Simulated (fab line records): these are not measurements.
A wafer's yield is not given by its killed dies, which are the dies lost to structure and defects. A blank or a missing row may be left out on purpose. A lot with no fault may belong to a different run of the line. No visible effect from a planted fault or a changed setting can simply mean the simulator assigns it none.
The same fault as seen by 2 desks ; flow nand_harc ; each desk has only its own numbers; what lay behind them comes last

THE DEFECT DESK
For each lot, the counts of the inspections along the route, averaged over the sampled wafers that have a number. If a lot's mean is further than 4 standard deviations from the usual mean, the lot is out of limits and carries the mark OUT (the distance appears in the brackets).
Columns: A = raw_defect_count at NHARC_A_START_INSPECT_01, usual 3.4; B = raw_defect_count at NHARC_A_ONON_D1_INSPECT_32, usual 67
lot;first seen here;A;B
L991;day 6 13:50;3.0;58
L992;day 7 02:41;3.7;69
L993;day 7 10:50;2.7;59
L994;day 7 20:46;1.0;63
L995;day 8 10:05;4.3;69
L996;day 8 19:29;4.0;52
L997;day 9 10:08;6.3;67
L998;day 9 17:10;3.7;53
L999;day 10 07:47;3.0;54
L100;day 10 20:09;2.0;65
L107;day 13 10:01;2.5;56
L108;day 13 18:44;2.5;48
L109;day 14 10:13;2.7;66
L112;day 15 10:49;2.0;77
Finding of this desk: none of the 14 lots has anything out of limits.

THE METROLOGY DESK
Means of the sampled wafers that have a number, per lot and without regard to the tool the lot ran on: this is what the gauges read. If a lot's mean is further than 4 standard deviations from the usual mean, the lot is out of limits and carries the mark OUT (the distance appears in the brackets).
Columns: A = cd_nm at NHARC_A_ZERO_WELL_CD_MEAS_10, usual 2000.5 nm; B = thk_nm at NHARC_A_ONON_D1_THK_MEAS_24, usual 1000 nm
lot;first seen here;A;B
L991;day 6 14:41;2000.5;1003
L992;day 7 03:31;1999.3;1011
L993;day 7 11:40;1999.1;1008
L994;day 7 21:36;2001.9;1013
L995;day 8 10:56;1996.9;1004
L996;day 8 20:12;2001.3;1006
L997;day 9 10:58;1999.0;990
L998;day 9 18:01;2001.0;997
L999;day 10 08:38;1999.3;1003
L100;day 10 20:52;2000.0;987
L107;day 13 10:52;2000.5;1494 (+55) OUT
L108;day 13 19:27;2002.2;1250 (+28) OUT
L109;day 14 11:03;2002.5;1003
L112;day 15 11:32;2000.4;994
Finding of this desk: L107, L108 out of limits; the first was L107 at day 14 23:33, on thk_nm at NHARC_A_ONON_D1_THK_MEAS_24. In limits: L991, L992, L993, L994, L995, L996, L997, L998, L999, L100, L109, L112.

TAKEN TOGETHER
L107, L108 would have let the metrology desk raise an alarm at day 14 23:33.
No out-of-limits result turned up at the defect desk.
The defect desk has L107, L108 on record, within its limits.
The lots listed all ran NHARC_A_ONON_D1_DEP_22 on pecvd_onon-02.

WHAT HAD BEEN PUT IN BY THE SIMULATOR
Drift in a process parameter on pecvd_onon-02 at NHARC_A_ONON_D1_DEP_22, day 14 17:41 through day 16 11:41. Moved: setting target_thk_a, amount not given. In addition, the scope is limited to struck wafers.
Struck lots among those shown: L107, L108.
Per desk, hours elapsed from the start of the fault to the first reading out of limits: for the metrology desk, 6.
